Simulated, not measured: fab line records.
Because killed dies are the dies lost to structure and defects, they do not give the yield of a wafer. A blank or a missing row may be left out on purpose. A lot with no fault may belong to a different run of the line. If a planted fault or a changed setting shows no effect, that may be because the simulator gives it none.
The tool behind it: which one? / flow nand_harc / Sampling: 24 lots, 72 wafers, 4 of 1302 route steps

WHAT THE GAUGES SHOWED, per wafer
NHARC_A_M1_CD_MEAS_16. Usual: 119.8 nm for cd_nm, sd 0.61.
lot=L074; measured=day 23 07:22; on=cd_sem-02; cd_nm (nm)=118.2 119.9 119.2; flag=
lot=L075; measured=day 23 08:15; on=cd_sem-02; cd_nm (nm)=119.5 120.5 119.8; flag=
lot=L076; measured=day 23 21:57; on=cd_sem-02; cd_nm (nm)=119.1 119.6 119.2; flag=
lot=L077; measured=day 24 01:07; on=cd_sem-02; cd_nm (nm)=119.0 119.8 120.1; flag=
lot=L078; measured=day 24 02:32; on=cd_sem-01; cd_nm (nm)=119.3 119.3 119.9; flag=
lot=L079; measured=day 24 09:25; on=cd_sem-03; cd_nm (nm)=119.9 120.2 119.1; flag=
lot=L081; measured=day 25 16:06; on=cd_sem-02; cd_nm (nm)=119.4 119.8 119.4; flag=
lot=L080; measured=day 25 22:14; on=cd_sem-01; cd_nm (nm)=119.9 120.0 119.7; flag=
lot=L083; measured=day 26 15:08; on=cd_sem-03; cd_nm (nm)=120.0 119.7 119.8; flag=
lot=L082; measured=day 26 23:20; on=cd_sem-02; cd_nm (nm)=120.1 119.2 120.4; flag=
lot=L085; measured=day 27 21:11; on=cd_sem-01; cd_nm (nm)=120.3 120.4 119.0; flag=
lot=L086; measured=day 27 23:54; on=cd_sem-03; cd_nm (nm)=119.3 120.2 120.1; flag=
lot=L084; measured=day 28 01:54; on=cd_sem-01; cd_nm (nm)=119.9 120.1 120.8; flag=
lot=L087; measured=day 28 09:42; on=cd_sem-02; cd_nm (nm)=120.1 120.2 120.1; flag=
lot=L088; measured=day 28 22:24; on=cd_sem-03; cd_nm (nm)=118.4 119.1 119.7; flag=
lot=L089; measured=day 28 23:40; on=cd_sem-02; cd_nm (nm)=119.9 119.3 119.4; flag=
lot=L091; measured=day 30 01:47; on=cd_sem-03; cd_nm (nm)=120.0 119.1 120.1; flag=
lot=L092; measured=day 30 09:13; on=cd_sem-03; cd_nm (nm)=120.6 119.3 119.8; flag=
lot=L090; measured=day 30 11:18; on=cd_sem-02; cd_nm (nm)=120.6 119.7 119.6; flag=
lot=L093; measured=day 30 15:35; on=cd_sem-01; cd_nm (nm)=120.3 119.8 118.8; flag=
lot=L095; measured=day 31 09:46; on=cd_sem-02; cd_nm (nm)=119.9 120.7 119.0; flag=
lot=L094; measured=day 31 11:13; on=cd_sem-01; cd_nm (nm)=120.3 120.0 119.7; flag=
lot=L096; measured=day 32 07:35; on=cd_sem-02; cd_nm (nm)=119.7 119.9 119.6; flag=
lot=L097; measured=day 32 15:47; on=cd_sem-01; cd_nm (nm)=119.0 119.5 120.1; flag=

NHARC_A_BONDPAD_CD_MEAS_09: the cd target is 500 nm. Usual: 500.0 nm for cd_nm, sd 1.3.
lot=L074; measured=day 23 11:33; on=cd_sem-01; cd_nm (nm)=500.7 501.5 499.3; flag=
lot=L075; measured=day 23 12:28; on=cd_sem-01; cd_nm (nm)=499.3 501.1 498.6; flag=
lot=L076; measured=day 24 02:08; on=cd_sem-01; cd_nm (nm)=500.6 501.7 499.4; flag=
lot=L077; measured=day 24 05:19; on=cd_sem-02; cd_nm (nm)=501.8 499.1 498.3; flag=
lot=L078; measured=day 24 06:43; on=cd_sem-03; cd_nm (nm)=498.6 499.0 501.3; flag=
lot=L079; measured=day 24 13:29; on=cd_sem-02; cd_nm (nm)=502.3 499.5 500.9; flag=
lot=L081; measured=day 25 20:22; on=cd_sem-02; cd_nm (nm)=502.9 499.2 501.9; flag=
lot=L080; measured=day 26 02:35; on=cd_sem-01; cd_nm (nm)=499.7 499.2 499.7; flag=
lot=L083; measured=day 26 19:30; on=cd_sem-01; cd_nm (nm)=500.5 501.3 499.2; flag=
lot=L082; measured=day 27 03:29; on=cd_sem-03; cd_nm (nm)=501.9 501.7 500.3; flag=
lot=L085; measured=day 28 01:33; on=cd_sem-03; cd_nm (nm)=500.6 498.4 498.1; flag=
lot=L086; measured=day 28 04:12; on=cd_sem-03; cd_nm (nm)=501.3 501.9 500.5; flag=
lot=L084; measured=day 28 06:05; on=cd_sem-01; cd_nm (nm)=501.8 499.2 499.4; flag=
lot=L087; measured=day 28 13:46; on=cd_sem-02; cd_nm (nm)=498.9 501.8 499.5; flag=
lot=L088; measured=day 29 02:45; on=cd_sem-03; cd_nm (nm)=500.5 499.1 498.6; flag=
lot=L089; measured=day 29 03:44; on=cd_sem-01; cd_nm (nm)=503.1 504.0 501.6; flag=
lot=L091; measured=day 30 06:02; on=cd_sem-01; cd_nm (nm)=499.4 500.7 499.9; flag=
lot=L092; measured=day 30 13:26; on=cd_sem-03; cd_nm (nm)=498.2 499.2 497.7; flag=
lot=L090; measured=day 30 15:59; on=cd_sem-03; cd_nm (nm)=498.6 500.8 499.1; flag=
lot=L093; measured=day 30 19:59; on=cd_sem-01; cd_nm (nm)=501.1 502.3 500.5; flag=
lot=L095; measured=day 31 14:07; on=cd_sem-03; cd_nm (nm)=499.9 500.5 500.9; flag=
lot=L094; measured=day 31 15:31; on=cd_sem-03; cd_nm (nm)=499.5 499.1 498.9; flag=
lot=L096; measured=day 32 11:48; on=cd_sem-02; cd_nm (nm)=500.9 497.9 498.6; flag=
lot=L097; measured=day 32 19:52; on=cd_sem-02; cd_nm (nm)=499.4 498.8 500.4; flag=

WHICH TOOL RAN EACH LOT (tool, then ch and the chambers of the sampled wafers, then the start)
lot=L074; NHARC_A_M0_STRIP_18=rie_diel-04 ch 0,2,3, day 23 03:25; NHARC_A_BONDPAD_DEP_00=pecvd-02 ch 0,1, day 23 10:29
lot=L075; NHARC_A_M0_STRIP_18=rie_diel-10 ch 0,3, day 23 04:08; NHARC_A_BONDPAD_DEP_00=pecvd-02 ch 1,2, day 23 11:19
lot=L076; NHARC_A_M0_STRIP_18=rie_diel-02 ch 0,1,2, day 23 17:28; NHARC_A_BONDPAD_DEP_00=pecvd-04 ch 0,1,2, day 24 01:00
lot=L077; NHARC_A_M0_STRIP_18=rie_diel-02 ch 1,3, day 23 19:36; NHARC_A_BONDPAD_DEP_00=pecvd-02 ch 0,2, day 24 05:19 or earlier
lot=L078; NHARC_A_M0_STRIP_18=rie_diel-10 ch 0,1,2, day 23 22:42; NHARC_A_BONDPAD_DEP_00=pecvd-01 ch 0,2, day 24 05:32
lot=L079; NHARC_A_M0_STRIP_18=rie_diel-02 ch 0,1, day 24 05:26; NHARC_A_BONDPAD_DEP_00=pecvd-04 ch 0,1, day 24 12:26
lot=L081; NHARC_A_M0_STRIP_18=rie_diel-04 ch 1,2,3, day 25 12:06; NHARC_A_BONDPAD_DEP_00=pecvd-04 ch 0,1, day 25 19:08
lot=L080; NHARC_A_M0_STRIP_18=rie_diel-04 ch 0,3, day 25 18:18; NHARC_A_BONDPAD_DEP_00=pecvd-01 ch 0,1, day 26 01:26
lot=L083; NHARC_A_M0_STRIP_18=rie_diel-02 ch 2,3, day 26 11:10; NHARC_A_BONDPAD_DEP_00=pecvd-02 ch 0,1,2, day 26 18:15
lot=L082; NHARC_A_M0_STRIP_18=rie_diel-02 ch 0,1, day 26 19:19; NHARC_A_BONDPAD_DEP_00=pecvd-01 ch 0,1,2, day 27 02:29
lot=L085; NHARC_A_M0_STRIP_18=rie_diel-04 ch 0,2,3, day 27 17:07; NHARC_A_BONDPAD_DEP_00=pecvd-01 ch 0,1,2, day 28 00:25
lot=L086; NHARC_A_M0_STRIP_18=rie_diel-10 ch 0,1, day 27 20:05; NHARC_A_BONDPAD_DEP_00=pecvd-01 ch 0,1,2, day 28 03:04
lot=L084; NHARC_A_M0_STRIP_18=rie_diel-10 ch 2,3, day 27 21:56; NHARC_A_BONDPAD_DEP_00=pecvd-04 ch 0,1,2, day 28 04:59
lot=L087; NHARC_A_M0_STRIP_18=rie_diel-10 ch 0,1,2, day 28 05:49; NHARC_A_BONDPAD_DEP_00=pecvd-02 ch 0,1, day 28 12:41
lot=L088; NHARC_A_M0_STRIP_18=rie_diel-10 ch 1,3, day 28 18:23; NHARC_A_BONDPAD_DEP_00=pecvd-02 ch 2, day 29 01:28
lot=L089; NHARC_A_M0_STRIP_18=rie_diel-10 ch 0,2,3, day 28 19:29; NHARC_A_BONDPAD_DEP_00=pecvd-04 ch 0,1,2, day 29 02:40
lot=L091; NHARC_A_M0_STRIP_18=rie_diel-10 ch 0,2,3, day 29 21:53; NHARC_A_BONDPAD_DEP_00=pecvd-04 ch 0,1, day 30 06:02 or earlier
lot=L092; NHARC_A_M0_STRIP_18=rie_diel-10 ch 0,1, day 30 05:22; NHARC_A_BONDPAD_DEP_00=pecvd-01 ch 0,2, day 30 12:12
lot=L090; NHARC_A_M0_STRIP_18=rie_diel-04 ch 0,2,3, day 30 07:19; NHARC_A_BONDPAD_DEP_00=pecvd-01 ch 0,2, day 30 14:37
lot=L093; NHARC_A_M0_STRIP_18=rie_diel-10 ch 0,1,2, day 30 11:40; NHARC_A_BONDPAD_DEP_00=pecvd-02 ch 0,1,2, day 30 18:46
lot=L095; NHARC_A_M0_STRIP_18=rie_diel-04 ch 0,1,2, day 31 05:47; NHARC_A_BONDPAD_DEP_00=pecvd-04 ch 1,2, day 31 12:52
lot=L094; NHARC_A_M0_STRIP_18=rie_diel-10 ch 1,2, day 31 06:56; NHARC_A_BONDPAD_DEP_00=pecvd-04 ch 1,2, day 31 14:14
lot=L096; NHARC_A_M0_STRIP_18=rie_diel-04 ch 1,2, day 32 03:30; NHARC_A_BONDPAD_DEP_00=pecvd-01 ch 1,2, day 32 10:34
lot=L097; NHARC_A_M0_STRIP_18=rie_diel-04 ch 0,1, day 32 11:47; NHARC_A_BONDPAD_DEP_00=pecvd-01 ch 0,1,2, day 32 18:48
- NHARC_A_M0_STRIP_18: strips in N2/H2.
- NHARC_A_BONDPAD_DEP_00: deposits SiCN, target thk 250 nm.

WHAT THE TOOLS THEMSELVES READ (means of the sampled wafers that have a number; where no wafer has one, the mark that the record gives instead)
NHARC_A_M0_STRIP_18. Usual: drypump_motor_current_A 5.7 A, standard deviation 0.46; oes_product_au 1.000 a.u., standard deviation 0.0074; rf_vpp_V 90.6 V, standard deviation 0.97; showerhead_plenum_p_Torr 2.04 Torr, standard deviation 0.082; throttle_valve_pct 14.171 %, standard deviation 0.0091.
lot=L074; tool=rie_diel-04; drypump_motor_current_A (A)=5.3; oes_product_au (a.u.)=1.000; rf_vpp_V (V)=90.6; showerhead_plenum_p_Torr (Torr)=2.08; throttle_valve_pct (%)=14.178; flag=
lot=L075; tool=rie_diel-10; drypump_motor_current_A (A)=5.6; oes_product_au (a.u.)=0.993; rf_vpp_V (V)=90.2; showerhead_plenum_p_Torr (Torr)=2.02; throttle_valve_pct (%)=14.176; flag=
lot=L076; tool=rie_diel-02; drypump_motor_current_A (A)=5.8; oes_product_au (a.u.)=1.000; rf_vpp_V (V)=91.5; showerhead_plenum_p_Torr (Torr)=2.10; throttle_valve_pct (%)=14.176; flag=
lot=L077; tool=rie_diel-02; drypump_motor_current_A (A)=5.9; oes_product_au (a.u.)=0.999; rf_vpp_V (V)=91.9; showerhead_plenum_p_Torr (Torr)=2.18; throttle_valve_pct (%)=14.167; flag=
lot=L078; tool=rie_diel-10; drypump_motor_current_A (A)=5.9; oes_product_au (a.u.)=1.001; rf_vpp_V (V)=90.1; showerhead_plenum_p_Torr (Torr)=1.96; throttle_valve_pct (%)=14.178; flag=
lot=L079; tool=rie_diel-02; drypump_motor_current_A (A)=5.3; oes_product_au (a.u.)=1.000; rf_vpp_V (V)=90.5; showerhead_plenum_p_Torr (Torr)=2.12; throttle_valve_pct (%)=14.169; flag=
lot=L081; tool=rie_diel-04; drypump_motor_current_A (A)=5.5; oes_product_au (a.u.)=0.991; rf_vpp_V (V)=90.1; showerhead_plenum_p_Torr (Torr)=2.10; throttle_valve_pct (%)=14.171; flag=
lot=L080; tool=rie_diel-04; drypump_motor_current_A (A)=5.2; oes_product_au (a.u.)=1.010; rf_vpp_V (V)=90.9; showerhead_plenum_p_Torr (Torr)=2.04; throttle_valve_pct (%)=14.168; flag=
lot=L083; tool=rie_diel-02; drypump_motor_current_A (A)=6.3; oes_product_au (a.u.)=0.999; rf_vpp_V (V)=91.3; showerhead_plenum_p_Torr (Torr)=2.16; throttle_valve_pct (%)=14.170; flag=
lot=L082; tool=rie_diel-02; drypump_motor_current_A (A)=5.6; oes_product_au (a.u.)=0.996; rf_vpp_V (V)=90.6; showerhead_plenum_p_Torr (Torr)=2.08; throttle_valve_pct (%)=14.170; flag=
lot=L085; tool=rie_diel-04; drypump_motor_current_A (A)=5.3; oes_product_au (a.u.)=1.004; rf_vpp_V (V)=91.1; showerhead_plenum_p_Torr (Torr)=2.08; throttle_valve_pct (%)=14.177; flag=
lot=L086; tool=rie_diel-10; drypump_motor_current_A (A)=5.8; oes_product_au (a.u.)=1.010; rf_vpp_V (V)=90.7; showerhead_plenum_p_Torr (Torr)=1.98; throttle_valve_pct (%)=14.180; flag=
lot=L084; tool=rie_diel-10; drypump_motor_current_A (A)=5.8; oes_product_au (a.u.)=1.003; rf_vpp_V (V)=90.3; showerhead_plenum_p_Torr (Torr)=2.02; throttle_valve_pct (%)=14.169; flag=
lot=L087; tool=rie_diel-10; drypump_motor_current_A (A)=5.9; oes_product_au (a.u.)=0.999; rf_vpp_V (V)=90.7; showerhead_plenum_p_Torr (Torr)=1.96; throttle_valve_pct (%)=14.176; flag=
lot=L088; tool=rie_diel-10; drypump_motor_current_A (A)=5.8; oes_product_au (a.u.)=1.002; rf_vpp_V (V)=90.4; showerhead_plenum_p_Torr (Torr)=2.01; throttle_valve_pct (%)=14.171; flag=
lot=L089; tool=rie_diel-10; drypump_motor_current_A (A)=5.8; oes_product_au (a.u.)=1.005; rf_vpp_V (V)=90.2; showerhead_plenum_p_Torr (Torr)=1.99; throttle_valve_pct (%)=14.169; flag=
lot=L091; tool=rie_diel-10; drypump_motor_current_A (A)=5.8; oes_product_au (a.u.)=0.993; rf_vpp_V (V)=90.8; showerhead_plenum_p_Torr (Torr)=1.99; throttle_valve_pct (%)=14.169; flag=
lot=L092; tool=rie_diel-10; drypump_motor_current_A (A)=5.7; oes_product_au (a.u.)=1.005; rf_vpp_V (V)=90.1; showerhead_plenum_p_Torr (Torr)=1.99; throttle_valve_pct (%)=14.169; flag=
lot=L090; tool=rie_diel-04; drypump_motor_current_A (A)=5.3; oes_product_au (a.u.)=1.003; rf_vpp_V (V)=90.8; showerhead_plenum_p_Torr (Torr)=2.08; throttle_valve_pct (%)=14.177; flag=
lot=L093; tool=rie_diel-10; drypump_motor_current_A (A)=5.9; oes_product_au (a.u.)=1.003; rf_vpp_V (V)=89.8; showerhead_plenum_p_Torr (Torr)=1.96; throttle_valve_pct (%)=14.169; flag=
lot=L095; tool=rie_diel-04; drypump_motor_current_A (A)=5.1; oes_product_au (a.u.)=1.003; rf_vpp_V (V)=90.5; showerhead_plenum_p_Torr (Torr)=2.05; throttle_valve_pct (%)=14.165; flag=
lot=L094; tool=rie_diel-10; drypump_motor_current_A (A)=6.2; oes_product_au (a.u.)=1.002; rf_vpp_V (V)=89.6; showerhead_plenum_p_Torr (Torr)=1.93; throttle_valve_pct (%)=14.169; flag=
lot=L096; tool=rie_diel-04; drypump_motor_current_A (A)=5.4; oes_product_au (a.u.)=0.998; rf_vpp_V (V)=90.8; showerhead_plenum_p_Torr (Torr)=2.07; throttle_valve_pct (%)=14.166; flag=
lot=L097; tool=rie_diel-04; drypump_motor_current_A (A)=5.3; oes_product_au (a.u.)=0.999; rf_vpp_V (V)=90.4; showerhead_plenum_p_Torr (Torr)=2.03; throttle_valve_pct (%)=14.165; flag=

NHARC_A_BONDPAD_DEP_00. Usual: 557 W for heater_power_w, sd 69.
lot=L074; tool=pecvd-02; heater_power_w (W)=559; flag=
lot=L075; tool=pecvd-02; heater_power_w (W)=547; flag=
lot=L076; tool=pecvd-04; heater_power_w (W)=485; flag=
lot=L077; tool=pecvd-02; heater_power_w (W)=542; flag=
lot=L078; tool=pecvd-01; heater_power_w (W)=604; flag=
lot=L079; tool=pecvd-04; heater_power_w (W)=513; flag=
lot=L081; tool=pecvd-04; heater_power_w (W)=518; flag=
lot=L080; tool=pecvd-01; heater_power_w (W)=534; flag=
lot=L083; tool=pecvd-02; heater_power_w (W)=607; flag=
lot=L082; tool=pecvd-01; heater_power_w (W)=596; flag=
lot=L085; tool=pecvd-01; heater_power_w (W)=563; flag=
lot=L086; tool=pecvd-01; heater_power_w (W)=565; flag=
lot=L084; tool=pecvd-04; heater_power_w (W)=484; flag=
lot=L087; tool=pecvd-02; heater_power_w (W)=586; flag=
lot=L088; tool=pecvd-02; heater_power_w (W)=653; flag=
lot=L089; tool=pecvd-04; heater_power_w (W)=472; flag=
lot=L091; tool=pecvd-04; heater_power_w (W)=546; flag=
lot=L092; tool=pecvd-01; heater_power_w (W)=659; flag=
lot=L090; tool=pecvd-01; heater_power_w (W)=599; flag=
lot=L093; tool=pecvd-02; heater_power_w (W)=576; flag=
lot=L095; tool=pecvd-04; heater_power_w (W)=505; flag=
lot=L094; tool=pecvd-04; heater_power_w (W)=568; flag=
lot=L096; tool=pecvd-01; heater_power_w (W)=513; flag=
lot=L097; tool=pecvd-01; heater_power_w (W)=595; flag=

THE ANSWER, worked out from the rows above alone
Rule: take the mean of a lot's wafers that have a number; if it is more than 3 standard deviations from the usual mean, the lot is off. A lot without any number at a reading at which 4 lots or more have one is off too. Where the step has rows for the other lots, those lots are counted as sound. Order of review: gauges by route order, followed by the tools' own readings, for which a lot's mean as printed above is used. The first step at which some lot is off is used, and at that step the reading that is off furthest; a lot without a number counts as furthest.
Across all readings shown, no lot is off: no conclusion can be drawn from this.

WHAT HAD BEEN PUT IN BY THE SIMULATOR
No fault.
